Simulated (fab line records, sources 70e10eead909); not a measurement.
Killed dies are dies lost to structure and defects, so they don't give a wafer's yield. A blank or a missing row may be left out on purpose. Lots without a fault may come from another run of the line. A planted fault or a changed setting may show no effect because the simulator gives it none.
fab line records | flow nand_harc
record lots=5 wafers=15 last_day=33
route steps=1302 shown P_STI@109 P_GATE@110
lots that met no fault: from a run of the same line without faults
start_h: hours from the record's first day to the start of the lot's first wafer shown | wait_h: hours since the lot's step before | " the same as in the row above | L1.1+2: a row that stands for several wafers | - no value, or no start given | * or withheld: withheld | < > ~ a bound
route shown NAME@n: a module of which the file shows steps, and the number in the route of the first | usual: mean/standard deviation of fault-free wafers | same: alike in all rows | chamber/n: place in a boat | sites: the reading at each site | _std_site: their standard deviation | _edge_site: outer sites' mean less inner sites' | radius_mm: how far each site lies from the wafer's centre | mask NAME#n: copy n | behind: the tool/chamber that last shaped the wafer | hold: why the lot was held/for how many hours/how that ended | device: the transistor (n, p or np) that didn't switch | end of line: the same wafers' tests at the end of the route | a step without rows: its recipe alone | killed: dies lost to structure and defects at the first sort, not the wafer's yield | map: a wafer's dies, x killed, . not, _ none there
set.NAME: the setting as run; set.NAME@STEP: as run at that earlier step | model.NAME: the simulator's own value behind a step, which no gauge read
lots at some steps of the route; a table a step, a row a wafer
services: from which hour (start_h, from the record's first day; less than 0 if before it) a tool's chamber was out of use, for how many hours, and why
## steps
# step NHARC_P_STI_INSPECT_25
# usual raw_defect_count=239/110
# columns lot.wafer tool chamber start_h wait_h raw_defect_count
L074.1 defect_inspect-02 - 75.27 0.4 130
L074.3 " - " " 127
L074.4 " - " " 158
L082.3 defect_inspect-02 - 157.20 0.4 212
L082.4 " - " " 309
L082.5 " - " " 371
L087.1 defect_inspect-02 - 216.02 0.4 196
L087.4 " - " " 158
L087.6 " - " " 121
L093.1 defect_inspect-02 - 267.21 0.4 239
L093.2 " - " " 284
L093.4 " - " " 318
L096.1 defect_inspect-02 - 287.80 0.4 290
L096.4 " - " " 334
L096.6 " - " " 215
# step NHARC_P_GATE_ETCH_69
# recipe target_depth_a=140 chemistry=dHF material=SiO2
# columns lot.wafer tool chamber start_h wait_h
L074.3+1+4 wet_bench-01 4,5,7 75.34 0.1
L082.4+3+5 wet_bench-06 0,1,3 157.28 0.1
L087.1+4+6 wet_bench-05 0,1,2 216.17 0.2
L093.4+2+1 wet_bench-06 7,1,2 267.29 0.1
L096.4+1+6 wet_bench-05 3,6,7 287.87 0.1
# step NHARC_P_GATE_PRECLEAN_70
# recipe time_s=* temp_c=50 bath_age_min=0 chemistry=SC1
# usual bath_guard_temp_C=50.0/0.5
# columns lot.wafer tool chamber start_h wait_h bath_guard_temp_C
L074.3 wet_bench-01 4 75.42 0.1 50.4
L074.1 " 5 " " 49.9
L074.4 " 7 " " 50.1
L082.4 wet_bench-06 0 157.34 0.1 49.5
L082.3 " 1 " " 51.0
L082.5 " 3 " " 49.3
L087.1 wet_bench-05 0 216.27 0.1 49.8
L087.4 " 1 " " 49.2
L087.6 " 2 " " 49.7
L093.4 wet_bench-06 7 267.36 0.1 50.6
L093.2 " 1 " " 51.2
L093.1 " 2 " " 49.9
L096.4 wet_bench-05 3 287.95 0.1 50.2
L096.1 " 6 " " 49.5
L096.6 " 7 " " 50.9
# step NHARC_P_GATE_SRD_01
# columns lot.wafer tool chamber start_h wait_h
L074.3+1+4 wet_bench-01 4,5,7 - -
L082.4+3+5 wet_bench-06 0,1,3 - -
L087.1+4+6 wet_bench-05 0,1,2 - -
L093.4+2+1 wet_bench-06 7,1,2 - -
L096.4+1+6 wet_bench-05 3,6,7 - -
# step NHARC_P_GATE_OXIDE_02
# recipe target_thk_a=375 temp_c=950 p_h2o_torr=720 ox_time_s=365 material=SiO2
# columns lot.wafer tool chamber start_h wait_h
L074.1+3+4 furnace-05 0 78.77 -
L082.3+4+5 furnace-04 0 160.55 -
L087.1+4+6 furnace-04 0 219.37 -
L093.1+2+4 furnace-05 0 270.70 -
L096.1+4+6 furnace-04 0 291.16 -
# step NHARC_P_GATE_DEHYDRATE_03
# recipe temp_c=150 time_s=120
# usual heater_power_total_W=182.6/1.3
# columns lot.wafer tool chamber start_h wait_h heater_power_total_W
L074.1 litho_track-05 0 83.32 0.4 180.9
L074.3 " 0 " " 180.4
L074.4 " 0 " " 182.5
L082.3 litho_track-05 0 165.21 0.4 182.2
L082.4 " 0 " " 181.1
L082.5 " 0 " " 184.3
L087.1 litho_track-05 0 223.91 0.4 182.5
L087.4 " 0 " " 181.8
L087.6 " 0 " " 182.1
L093.1 litho_track-07 0 275.26 0.4 183.4
L093.2 " 0 " " 184.8
L093.4 " 0 " " 183.3
L096.1 litho_track-03 0 295.80 0.4 181.3
L096.4 " 0 " " 182.3
L096.6 " 0 " " 181.1
# step NHARC_P_GATE_HMDS_04
# recipe time_s=30
# columns lot.wafer tool chamber start_h wait_h
L074.1+3+4 litho_track-05 0 - -
L082.3+4+5 litho_track-05 0 - -
L087.1+4+6 litho_track-05 0 - -
L093.1+2+4 litho_track-07 0 - -
L096.1+4+6 litho_track-03 0 - -
# step NHARC_P_GATE_COAT_05
# recipe spin_rpm=4690
# columns lot.wafer tool chamber start_h wait_h
L074.1+3+4 litho_track-05 0 - -
L082.3+4+5 litho_track-05 0 - -
L087.1+4+6 litho_track-05 0 - -
L093.1+2+4 litho_track-07 0 - -
L096.1+4+6 litho_track-03 0 - -
# step NHARC_P_GATE_SOFTBAKE_06
# recipe temp_c=122 time_s=95
# usual heater_power_total_W=160.1/0.47
# columns lot.wafer tool chamber start_h wait_h heater_power_total_W
L074.1 litho_track-05 0 - - 159.2
L074.3 " 0 " " 160.5
L074.4 " 0 " " 160.6
L082.3 litho_track-05 0 - - 159.4
L082.4 " 0 " " 160.4
L082.5 " 0 " " 160.1
L087.1 litho_track-05 0 - - 160.5
L087.4 " 0 " " 159.9
L087.6 " 0 " " 159.3
L093.1 litho_track-07 0 - - 160.7
L093.2 " 0 " " 160.6
L093.4 " 0 " " 160.7
L096.1 litho_track-03 0 - - 159.9
L096.4 " 0 " " 159.9
L096.6 " 0 " " 160.5
# step NHARC_P_GATE_EBR_07
# columns lot.wafer tool chamber start_h wait_h
L074.1+3+4 litho_track-05 0 - -
L082.3+4+5 litho_track-05 0 - -
L087.1+4+6 litho_track-05 0 - -
L093.1+2+4 litho_track-07 0 - -
L096.1+4+6 litho_track-03 0 - -
# step NHARC_P_GATE_EXPOSE_08
# recipe na=0.6 dose_mj=16.75 mask_id=P_HV
# columns lot.wafer tool chamber start_h wait_h mask
L074.1+3+4 krf_scanner-03 0 83.59 - P_HV#0
L082.3+4+5 krf_scanner-04 0 165.49 - P_HV#0
L087.1+4+6 krf_scanner-04 0 224.21 - P_HV#0
L093.1+2+4 krf_scanner-04 0 275.41 - P_HV#0
L096.1+4+6 krf_scanner-03 0 296.11 - P_HV#0
# step NHARC_P_GATE_PEB_09
# recipe peb_temp_c=118 peb_time_s=85
# usual heater_power_total_W=163.96/0.25
# columns lot.wafer tool chamber start_h wait_h heater_power_total_W
L074.1 litho_track-03 0 83.66 0.1 163.59
L074.3 " 0 " " 164.33
L074.4 " 0 " " 163.95
L082.3 litho_track-07 0 165.55 0.1 163.95
L082.4 " 0 " " 163.65
L082.5 " 0 " " 163.65
L087.1 litho_track-07 0 224.28 0.1 164.26
L087.4 " 0 " " 163.64
L087.6 " 0 " " 163.66
L093.1 litho_track-07 0 275.48 0.1 163.72
L093.2 " 0 " " 163.68
L093.4 " 0 " " 164.46
L096.1 litho_track-07 0 296.17 0.1 164.18
L096.4 " 0 " " 163.98
L096.6 " 0 " " 163.71
# step NHARC_P_GATE_DEVELOP_10
# recipe time_s=70
# columns lot.wafer tool chamber start_h wait_h
L074.1+3+4 litho_track-03 0 - -
L082.3+4+5 litho_track-07 0 - -
L087.1+4+6 litho_track-07 0 - -
L093.1+2+4 litho_track-07 0 - -
L096.1+4+6 litho_track-07 0 - -
# step NHARC_P_GATE_CD_MEAS_11
# recipe target_cd_nm=1640 landing_energy_ev=500
# usual cd_nm=1638.8/1.7
# columns lot.wafer tool chamber start_h wait_h cd_nm
L074.1 cd_sem-01 0 83.75 - 1639.8
L074.3 " 0 " " 1640.4
L074.4 " 0 " " 1638.6
L082.3 cd_sem-03 0 165.64 - 1636.1
L082.4 " 0 " " 1640.1
L082.5 " 0 " " 1637.4
L087.1 cd_sem-01 0 224.37 - 1640.1
L087.4 " 0 " " 1639.2
L087.6 " 0 " " 1640.6
L093.1 cd_sem-03 0 275.57 - 1637.5
L093.2 " 0 " " 1637.1
L093.4 " 0 " " 1638.9
L096.1 cd_sem-01 0 296.26 - 1639.8
L096.4 " 0 " " 1641.1
L096.6 " 0 " " 1639.2
# step NHARC_P_GATE_HARDBAKE_12
# recipe temp_c=125 time_s=80
# usual heater_power_total_W=184.0/0.71
# columns lot.wafer tool chamber start_h wait_h heater_power_total_W
L074.1 litho_track-03 0 83.83 - 184.8
L074.3 " 0 " " 183.2
L074.4 " 0 " " 184.6
L082.3 litho_track-03 0 165.73 - 183.0
L082.4 " 0 " " 184.3
L082.5 " 0 " " 183.8
L087.1 litho_track-03 0 224.45 - 184.9
L087.4 " 0 " " 183.2
L087.6 " 0 " " 183.4
L093.1 litho_track-05 0 275.65 - 184.2
L093.2 " 0 " " 183.9
L093.4 " 0 " " 184.0
L096.1 litho_track-05 0 296.34 - 185.0
L096.4 " 0 " " 184.9
L096.6 " 0 " " 184.6
# step NHARC_P_GATE_DESCUM_13
# recipe time_s=3 o2_flow_sccm=200 ar_flow_sccm=0 bias_power_w=0 chemistry=O2
# usual drypump_motor_current_A=5.8/0.34 oes_product_au=1.000/0.0094 rf_vpp_V=57.7/0.96 showerhead_plenum_p_Torr=1.90/0.092 throttle_valve_pct=11.311/0.0089
# same bias_power_w=0
# columns lot.wafer tool chamber start_h wait_h drypump_motor_current_A oes_product_au rf_hours_counter_h rf_vpp_V showerhead_plenum_p_Torr throttle_valve_pct
L074.4 rie_diel-03 2 83.92 - 5.5 1.007 6.2 58.5 1.85 11.301
L074.3 " 3 " " 5.8 0.995 6.2 58.2 1.79 11.298
L074.1 " 0 " " 5.3 1.002 5.4 58.1 1.78 11.313
L082.3 rie_diel-03 2 165.82 - 5.6 1.008 3.5 56.2 1.85 11.311
L082.4 " 0 " " 5.3 0.994 3.2 56.0 1.78 11.303
L082.5 " 1 " " 6.1 1.000 - 58.0 1.99 11.310
L087.1 rie_diel-06 0 224.54 - 5.2 0.996 5.5 57.9 1.99 11.305
L087.4 " 1 " " 5.5 0.978 7.4 57.9 2.01 11.325
L087.6 " 0 " " 5.2 0.993 - 57.5 1.99 11.319
L093.1 rie_diel-06 0 275.73 - 5.3 0.995 7.9 56.9 1.99 11.306
L093.2 " 2 " " 5.9 1.009 8.3 58.7 1.89 11.302
L093.4 " 3 " " 5.3 0.996 8.5 58.7 1.98 11.315
L096.4 rie_diel-03 3 296.42 - 5.8 0.997 0.2 55.8 1.78 11.317
L096.1 " 1 " " 6.1 0.989 0.2 58.9 1.99 11.316
L096.6 " 0 " " 5.3 1.008 - 57.1 1.78 11.323
# step NHARC_P_GATE_ETCH_14
# recipe target_depth_a=488 chemistry=dHF material=SiO2
# columns lot.wafer tool chamber start_h wait_h
L074.3+1+4 wet_bench-06 3,6,0 84.04 0.1
L082.3+5+4 wet_bench-05 3,5,6 165.94 0.1
L087.4+6+1 wet_bench-05 2,3,5 224.67 0.1
L093.1+4+2 wet_bench-01 3,4,7 275.86 0.1
L096.1+6+4 wet_bench-05 7,1,3 296.56 0.1
# step NHARC_P_GATE_STRIP_15
# recipe time_s=780 temp_c=130 chemistry=SPM
# usual bath_guard_temp_C=129.9/0.48
# columns lot.wafer tool chamber start_h wait_h bath_guard_temp_C
L074.3 wet_bench-06 3 84.08 0.0 129.4
L074.1 " 6 " " 129.7
L074.4 " 0 " " 129.4
L082.3 wet_bench-05 3 165.98 0.0 130.6
L082.5 " 5 " " 130.4
L082.4 " 6 " " 129.4
L087.4 wet_bench-05 2 224.71 0.0 129.5
L087.6 " 3 " " 130.4
L087.1 " 5 " " 130.5
L093.1 wet_bench-01 3 275.90 0.0 130.3
L093.4 " 4 " " 130.2
L093.2 " 7 " " 130.4
L096.1 wet_bench-05 7 296.60 0.0 130.3
L096.6 " 1 " " 129.3
L096.4 " 3 " " 130.4
# step NHARC_P_GATE_PRECLEAN_71
# recipe time_s=* temp_c=50 bath_age_min=0 chemistry=SC1
# usual bath_guard_temp_C=50.0/0.47
# columns lot.wafer tool chamber start_h wait_h bath_guard_temp_C
L074.3 wet_bench-06 3 - - 49.4
L074.1 " 6 " " 49.8
L074.4 " 0 " " 49.7
L082.3 wet_bench-05 3 - - 50.4
L082.5 " 5 " " 50.1
L082.4 " 6 " " 49.6
L087.4 wet_bench-05 2 - - 49.8
L087.6 " 3 " " 50.2
L087.1 " 5 " " 50.0
L093.1 wet_bench-01 3 - - 50.1
L093.4 " 4 " " 50.1
L093.2 " 7 " " 50.6
L096.1 wet_bench-05 7 - - 50.6
L096.6 " 1 " " 49.2
L096.4 " 3 " " 49.9
# step NHARC_P_GATE_SRD_72
# columns lot.wafer tool chamber start_h wait_h
L074.3+1+4 wet_bench-06 3,6,0 - -
L082.3+5+4 wet_bench-05 3,5,6 - -
L087.4+6+1 wet_bench-05 2,3,5 - -
L093.1+4+2 wet_bench-01 3,4,7 - -
L096.1+6+4 wet_bench-05 7,1,3 - -
# step NHARC_P_GATE_OXIDE_16
# recipe target_thk_a=30 temp_c=875 ox_time_s=392 material=SiO2
# columns lot.wafer tool chamber start_h wait_h
L074.1+3+4 furnace-05 0 87.65 -
L082.3+4+5 furnace-04 0 172.34 -
L087.1+4+6 furnace-08 0 228.46 -
L093.1+2+4 furnace-08 0 279.70 -
L096.1+4+6 furnace-04 0 299.89 -
# step NHARC_P_GATE_CVD_17
# recipe target_thk_a=1500 temp_c=620 time_s=900 material=poly-Si
# columns lot.wafer tool chamber start_h wait_h
L074.1+3+4 lpcvd_poly-04 0 93.81 2.5
L082.3+4+5 lpcvd_poly-01 0 178.56 2.7
L087.1+4+6 lpcvd_poly-04 0 234.47 2.5
L093.1+2+4 lpcvd_poly-02 0 285.87 2.6
L096.1+4+6 lpcvd_poly-04 0 306.99 3.5
# step NHARC_P_GATE_HM_DEP_102
# recipe target_thk_a=1200 temp_c=400 material=aC
# usual throttle_valve_pct=34.998/0.0084
# columns lot.wafer tool chamber start_h wait_h throttle_valve_pct
L074.1 acl_dep-03 0 96.44 0.4 35.018
L074.3 " 0 " " 34.994
L074.4 " 0 " " 34.992
L082.3 acl_dep-02 0 186.14 5.4 34.999
L082.4 " 0 " " 34.998
L082.5 " 0 " " 34.991
L087.1 acl_dep-01 0 239.13 2.4 35.015
L087.4 " 0 " " 35.002
L087.6 " 0 " " 34.988
L093.1 acl_dep-01 0 288.46 0.4 35.000
L093.2 " 0 " " 34.998
L093.4 " 0 " " 35.004
L096.1 acl_dep-02 0 311.50 2.3 35.007
L096.4 " 0 " " 35.017
L096.6 " 0 " " 35.000
# step NHARC_P_GATE_DEP_103
# recipe target_thk_a=300 target_thk_nm=30 temp_c=400 flow_sccm=200 rf_w=350 material=SiON
# usual heater_power_w=712/110
# columns lot.wafer tool chamber start_h wait_h heater_power_w
L074.1 pecvd-03 2 97.13 0.6 605
L074.3 " 0 " " 691
L074.4 " 1 " " 640
L082.3 pecvd-04 2 186.69 0.4 939
L082.4 " 1 " " 863
L082.5 " 0 " " 813
L087.1 pecvd-04 1 239.85 0.6 762
L087.6 " 2 " " 783
L087.4 " 1 " " 750
L093.1 pecvd-04 0 289.13 0.6 831
L093.2 " 2 " " 922
L093.4 " 0 " " 823
L096.1 pecvd-04 2 312.21 0.6 915
L096.4 " 1 " " 776
L096.6 " 2 " " 890
# step NHARC_P_GATE_DEHYDRATE_18
# recipe temp_c=150 time_s=120
# usual heater_power_total_W=182.5/1.2
# columns lot.wafer tool chamber start_h wait_h heater_power_total_W
L074.1 litho_track-04 0 97.37 0.2 183.9
L074.3 " 0 " " 181.3
L074.4 " 0 " " 182.0
L082.3 litho_track-01 0 186.96 0.2 182.1
L082.4 " 0 " " 183.4
L082.5 " 0 " " 181.1
L087.1 litho_track-06 0 240.06 0.2 182.3
L087.4 " 0 " " 181.6
L087.6 " 0 " " 180.4
L093.1 litho_track-01 0 289.41 0.2 182.5
L093.2 " 0 " " 183.3
L093.4 " 0 " " 182.7
L096.1 litho_track-01 0 312.43 0.2 183.8
L096.4 " 0 " " 183.9
L096.6 " 0 " " 183.9
# step NHARC_P_GATE_HMDS_19
# recipe time_s=30
# columns lot.wafer tool chamber start_h wait_h
L074.1+3+4 litho_track-04 0 - -
L082.3+4+5 litho_track-01 0 - -
L087.1+4+6 litho_track-06 0 - -
L093.1+2+4 litho_track-01 0 - -
L096.1+4+6 litho_track-01 0 - -
# step NHARC_P_GATE_COAT_20
# recipe spin_rpm=1500 resist_thk_nm=90
# columns lot.wafer tool chamber start_h wait_h
L074.1+3+4 litho_track-04 0 - -
L082.3+4+5 litho_track-01 0 - -
L087.1+4+6 litho_track-06 0 - -
L093.1+2+4 litho_track-01 0 - -
L096.1+4+6 litho_track-01 0 - -
# step NHARC_P_GATE_SOFTBAKE_21
# recipe temp_c=105 time_s=55
# usual heater_power_total_W=188.46/0.14
# columns lot.wafer tool chamber start_h wait_h heater_power_total_W
L074.1 litho_track-04 0 - - 188.50
L074.3 " 0 " " 188.39
L074.4 " 0 " " 188.69
L082.3 litho_track-01 0 - - 188.39
L082.4 " 0 " " 188.39
L082.5 " 0 " " 188.42
L087.1 litho_track-06 0 - - 188.48
L087.4 " 0 " " 188.41
L087.6 " 0 " " 188.52
L093.1 litho_track-01 0 - - 188.36
L093.2 " 0 " " 188.50
L093.4 " 0 " " 188.33
L096.1 litho_track-01 0 - - 188.37
L096.4 " 0 " " 188.44
L096.6 " 0 " " 188.37
# step NHARC_P_GATE_EBR_22
# columns lot.wafer tool chamber start_h wait_h
L074.1+3+4 litho_track-04 0 - -
L082.3+4+5 litho_track-01 0 - -
L087.1+4+6 litho_track-06 0 - -
L093.1+2+4 litho_track-01 0 - -
L096.1+4+6 litho_track-01 0 - -
# step NHARC_P_GATE_EXPOSE_23
# recipe na=1.35 target_cd_nm=120 dose_mj=93.91 mask_id=P_GATE
# columns lot.wafer tool chamber start_h wait_h mask
L074.1+3+4 arfi_scanner-02 0 97.64 - P_GATE#0
L082.3+4+5 arfi_scanner-03 0 187.24 - P_GATE#0
L087.1+4+6 arfi_scanner-01 0 240.33 - P_GATE#0
L093.1+2+4 arfi_scanner-03 0 289.55 - P_GATE#0
L096.1+4+6 arfi_scanner-01 0 312.74 - P_GATE#0
# step NHARC_P_GATE_PEB_24
# recipe peb_temp_c=100 peb_time_s=65
# usual heater_power_total_W=156.6/0.41
# columns lot.wafer tool chamber start_h wait_h heater_power_total_W
L074.1 litho_track-01 0 97.70 0.1 156.3
L074.3 " 0 " " 156.5
L074.4 " 0 " " 157.0
L082.3 litho_track-06 0 187.29 0.0 156.5
L082.4 " 0 " " 157.1
L082.5 " 0 " " 156.6
L087.1 litho_track-01 0 240.39 0.1 157.2
L087.4 " 0 " " 156.2
L087.6 " 0 " " 157.1
L093.1 litho_track-01 0 289.61 0.1 157.1
L093.2 " 0 " " 157.1
L093.4 " 0 " " 156.2
L096.1 litho_track-01 0 312.80 0.1 156.1
L096.4 " 0 " " 157.0
L096.6 " 0 " " 156.8
# step NHARC_P_GATE_DEVELOP_25
# recipe develop_time_s=35 dev_temp_c=23
# columns lot.wafer tool chamber start_h wait_h
L074.1+3+4 litho_track-01 0 - -
L082.3+4+5 litho_track-06 0 - -
L087.1+4+6 litho_track-01 0 - -
L093.1+2+4 litho_track-01 0 - -
L096.1+4+6 litho_track-01 0 - -
# step NHARC_P_GATE_CD_MEAS_26
# recipe target_cd_nm=120 landing_energy_ev=500
# usual cd_nm=120.1/0.63
# columns lot.wafer tool chamber start_h wait_h cd_nm
L074.1 cd_sem-02 0 97.78 - 120.2
L074.3 " 0 " " 120.2
L074.4 " 0 " " 120.6
L082.3 cd_sem-01 0 187.37 - 120.4
L082.4 " 0 " " 120.0
L082.5 " 0 " " 120.7
L087.1 cd_sem-02 0 240.47 - 119.7
L087.4 " 0 " " 119.7
L087.6 " 0 " " 119.8
L093.1 cd_sem-02 0 289.69 - 120.9
L093.2 " 0 " " 120.6
L093.4 " 0 " " 120.1
L096.1 cd_sem-01 0 312.88 - 120.7
L096.4 " 0 " " 120.7
L096.6 " 0 " " 120.1
# step NHARC_P_GATE_OVL_MEAS_27
# usual overlay_x_nm=0.1/0.73 overlay_y_nm=-0.3/0.91
# columns lot.wafer tool chamber start_h wait_h overlay_x_nm overlay_y_nm
L074.1 overlay-02 - 97.88 - 0.4 -1.2
L074.3 " - " " 1.0 -1.3
L074.4 " - " " 0.7 -1.6
L082.3 overlay-02 - 187.46 - 1.6 0.5
L082.4 " - " " 1.5 0.4
L082.5 " - " " 2.0 0.8
L087.1 overlay-01 - 240.55 - -0.2 -0.5
L087.4 " - " " 0.0 -0.7
L087.6 " - " " -0.1 -0.5
L093.1 overlay-02 - 289.78 - -0.1 -0.5
L093.2 " - " " -0.6 -0.6
L093.4 " - " " -0.5 -0.5
L096.1 overlay-02 - 312.96 - 0.8 -1.1
L096.4 " - " " 0.6 -1.5
L096.6 " - " " 1.0 -1.2
# step NHARC_P_GATE_INSPECT_28
# usual raw_defect_count=6/3.4
# columns lot.wafer tool chamber start_h wait_h raw_defect_count
L074.1 defect_inspect-01 - 97.92 0.0 7
L074.3 " - " " 11
L074.4 " - " " 6
L082.3 defect_inspect-01 - 187.49 0.0 1
L082.4 " - " " 5
L082.5 " - " " 5
L087.1 defect_inspect-01 - 240.60 0.0 9
L087.4 " - " " 2
L087.6 " - " " 5
L093.1 defect_inspect-02 - 289.81 0.0 5
L093.2 " - " " 5
L093.4 " - " " 10
L096.1 defect_inspect-01 - 313.00 0.0 6
L096.4 " - " " 10
L096.6 " - " " 7
# step NHARC_P_GATE_DESCUM_31
# recipe time_s=3 o2_flow_sccm=200 ar_flow_sccm=0 bias_power_w=0 chemistry=O2
# usual drypump_motor_current_A=5.8/0.34 oes_product_au=0.999/0.0084 rf_vpp_V=57.7/0.88 showerhead_plenum_p_Torr=1.91/0.091 throttle_valve_pct=11.310/0.0087
# same bias_power_w=0
# columns lot.wafer tool chamber start_h wait_h drypump_motor_current_A oes_product_au rf_hours_counter_h rf_vpp_V showerhead_plenum_p_Torr throttle_valve_pct
L074.4 rie_diel-06 0 97.98 0.1 5.2 1.002 8.8 58.2 1.99 11.311
L074.3 " 1 " " 5.5 1.003 9.3 59.0 2.01 11.312
L074.1 " 3 " " 5.3 0.994 9.8 58.2 1.98 11.305
L082.4 rie_diel-06 2 187.57 0.1 5.9 1.004 2.0 57.3 1.90 11.290
L082.3 " 3 " " 5.3 0.999 2.4 58.0 1.98 11.307
L082.5 " 0 " " 5.3 0.991 - 58.4 1.99 11.300
L087.4 rie_diel-06 2 240.66 0.1 5.9 0.991 6.3 56.0 1.90 11.324
L087.1 " 1 " " 5.5 0.987 7.7 56.7 2.01 11.328
L087.6 " 3 " " 5.3 0.992 - 57.2 1.98 11.305
L093.1 rie_diel-10 3 289.89 0.1 5.9 0.995 1.9 57.5 2.02 11.307
L093.2 " 0 " " 6.4 0.994 2.3 58.0 1.98 11.320
L093.4 " 3 " " 5.9 1.007 - 57.6 2.02 11.289
L096.1 rie_diel-03 2 313.07 0.1 5.6 1.008 0.3 57.2 1.85 11.313
L096.4 " 3 " " 5.8 0.993 1.3 58.0 1.78 11.300
L096.6 " 2 " " 5.6 1.015 - 55.9 1.85 11.309
# step NHARC_P_GATE_ETCH_104
# recipe target_depth_a=600 time_s=withheld cf4_flow_sccm=100 chf3_flow_sccm=30 ar_flow_sccm=0 rf_w=500 bias_w=200 chemistry=CF4/CHF3
# usual drypump_motor_current_A=5.8/0.34 oes_product_au=0.949/0.024 rf_vpp_V=370.2/2.6 showerhead_plenum_p_Torr=1.56/0.073 throttle_valve_pct=16.803/0.0092
# columns lot.wafer tool chamber start_h wait_h drypump_motor_current_A oes_product_au rf_vpp_V showerhead_plenum_p_Torr throttle_valve_pct
L074.3 rie_diel-06 3 98.07 0.1 5.3 0.967 373.2 1.63 16.804
L074.4 " 0 " " 5.2 0.966 372.3 1.64 16.795
L074.1 " 1 " " 5.6 0.975 372.8 1.65 16.794
L082.3 rie_diel-06 1 187.64 0.1 5.5 0.949 371.9 1.65 16.810
L082.4 " 3 " " 5.3 0.957 372.0 1.63 16.797
L082.5 " 0 " " 5.3 0.966 372.1 1.63 16.807
L087.4 rie_diel-06 1 240.74 0.1 5.5 0.921 373.6 1.65 16.817
L087.1 " 0 " " 5.3 0.925 372.7 1.63 16.803
L087.6 " 1 " " 5.5 0.914 373.4 1.65 16.801
L093.1 rie_diel-10 3 289.98 0.1 5.9 0.978 372.4 1.65 16.811
L093.2 " 2 " " 5.7 0.966 367.4 1.48 16.804
L093.4 " 0 " " 6.4 0.958 371.8 1.63 16.813
L096.1 rie_diel-03 0 313.27 0.2 5.3 0.916 366.4 1.47 16.817
L096.4 " 3 " " 5.8 0.916 367.7 1.47 16.801
L096.6 " 1 " " 6.1 0.918 372.6 1.63 16.789
# step NHARC_P_GATE_HM_OPEN_105
# recipe target_depth_a=3600 o2_flow_sccm=400 cos_flow_sccm=20 ar_flow_sccm=0 rf_w=500 bias_w=300 chemistry=O2/COS
# usual drypump_motor_current_A=5.8/0.35 oes_product_au=0.998/0.0091 rf_vpp_V=467/3.1 showerhead_plenum_p_Torr=3.11/0.14 throttle_valve_pct=28.330/0.01
# columns lot.wafer tool chamber start_h wait_h drypump_motor_current_A oes_product_au rf_hours_counter_h rf_vpp_V showerhead_plenum_p_Torr throttle_valve_pct
L074.1 rie_diel-06 1 - - 5.5 1.013 9.3 471 3.27 28.338
L074.4 " 2 " " 5.9 0.989 10.3 468 3.10 28.317
L074.3 " 0 " " 5.2 0.996 8.8 471 3.24 28.312
L082.4 rie_diel-06 1 - - 5.5 0.987 2.2 470 3.27 28.340
L082.3 " 3 " " 5.3 0.996 2.4 469 3.22 28.336
L082.5 " 2 " " 5.9 0.993 - 467 3.10 28.338
L087.1 rie_diel-06 2 - - 5.9 1.000 6.4 466 3.09 28.307
L087.4 " 3 " " 5.3 0.995 6.5 469 3.22 28.328
L087.6 " 3 " " 5.3 0.981 - 469 3.22 28.332
L093.2 rie_diel-10 2 - - 5.7 1.001 1.7 463 2.93 28.323
L093.1 " 3 " " 5.9 1.009 1.9 470 3.28 28.335
L093.4 " 3 " " 5.9 1.005 - 470 3.28 28.322
L096.4 rie_diel-03 0 - - 5.3 1.008 1.4 464 2.91 28.316
L096.1 " 1 " " 6.1 0.984 1.4 471 3.24 28.337
L096.6 " 3 " " 5.8 0.994 - 463 2.92 28.338
# step NHARC_P_GATE_STRIP_106
# recipe o2_flow_sccm=400 cos_flow_sccm=20 ar_flow_sccm=0 bias_w=0 chemistry=O2/COS
# columns lot.wafer tool chamber start_h wait_h
L074.3+4+1 rie_diel-06 0,1,2 - -
L082.3+4+5 rie_diel-06 3,1,0 - -
L087.1+4+6 rie_diel-06 3,2,3 - -
L093.2+1+4 rie_diel-10 0,3,3 - -
L096.4+1+6 rie_diel-03 1,2,1 - -
# step NHARC_P_GATE_ETCH_114
# recipe target_depth_a=300 overetch_a=30 time_s=16.5 ion_energy_ev=100 cf4_flow_sccm=80 o2_flow_sccm=20 ar_flow_sccm=0 rf_w=300 bias_w=100 chemistry=CF4/O2
# usual drypump_motor_current_A=5.8/0.34 oes_f_703_au=1.000/0.0043 oes_product_au=0.998/0.0097 rf_vpp_V=197.6/1.6 showerhead_plenum_p_Torr=1.33/0.062 throttle_valve_pct=13.397/0.0096
# columns lot.wafer tool chamber start_h wait_h drypump_motor_current_A oes_f_703_au oes_product_au rf_hours_counter_h rf_vpp_V showerhead_plenum_p_Torr throttle_valve_pct
L074.1 rie_diel-06 2 - - 5.9 1.004 0.983 10.3 197.9 1.32 13.407
L074.3 " 3 " " 5.3 0.995 0.986 9.8 197.2 1.38 13.395
L074.4 " 0 " " 5.2 1.010 0.996 8.8 198.1 1.39 13.388
L082.3 rie_diel-06 0 - - 5.3 0.990 1.008 2.6 198.0 1.39 13.416
L082.4 " 1 " " 5.5 1.000 0.987 2.2 198.5 1.40 13.422
L082.5 " 3 " " 5.3 1.000 1.012 - 198.1 1.38 13.396
L087.4 rie_diel-06 2 - - 5.9 1.004 1.004 6.4 197.8 1.32 13.403
L087.1 " 1 " " 5.5 0.996 1.000 7.7 198.3 1.40 13.389
L087.6 " 3 " " 5.3 1.003 0.994 - 197.0 1.38 13.393
L093.2 rie_diel-10 2 - - 5.7 1.004 0.998 1.7 196.2 1.25 13.397
L093.1 " 3 " " 5.9 1.009 1.010 2.0 197.9 1.41 13.412
L093.4 " 0 " " 6.5 1.002 0.992 - 199.8 1.38 13.392
L096.4 rie_diel-03 1 - - 6.1 0.994 0.986 1.4 198.5 1.39 13.392
L096.1 " 0 " " 5.3 1.005 1.007 1.4 194.3 1.24 13.390
L096.6 " 2 " " 5.6 1.006 1.002 - 196.4 1.29 13.393
## services
# columns tool chamber start_h hours kind
rie_diel-03 - 70.88 0.2 repair
litho_track-07 - 76.00 7.0 pm
wet_bench-05 - 84.80 8.0 pm
rie_diel-03 - 85.81 0.7 repair
rie_diel-03 3 94.51 25.0 repair
litho_track-03 - 100.00 7.0 pm
rie_diel-03 - 104.30 9.0 pm
litho_track-05 - 124.01 7.0 pm
rie_diel-06 - 130.20 9.0 pm
litho_track-01 - 155.00 7.0 pm
rie_diel-06 0 201.94 10.2 repair
rie_diel-06 2 206.83 4.9 repair
rie_diel-06 - 208.47 0.6 repair
wet_bench-06 - 208.49 8.0 pm
rie_diel-03 0 213.28 5.7 repair
rie_diel-03 1 214.60 5.0 repair
litho_track-07 - 251.00 7.0 pm
rie_diel-03 - 253.51 0.7 repair
wet_bench-05 - 260.80 8.0 pm
litho_track-03 - 275.00 7.0 pm
rie_diel-03 - 281.30 9.0 pm
rie_diel-03 3 296.53 3.5 repair
litho_track-05 - 299.01 7.0 pm
rie_diel-06 - 307.20 9.0 pm
## key
fault none
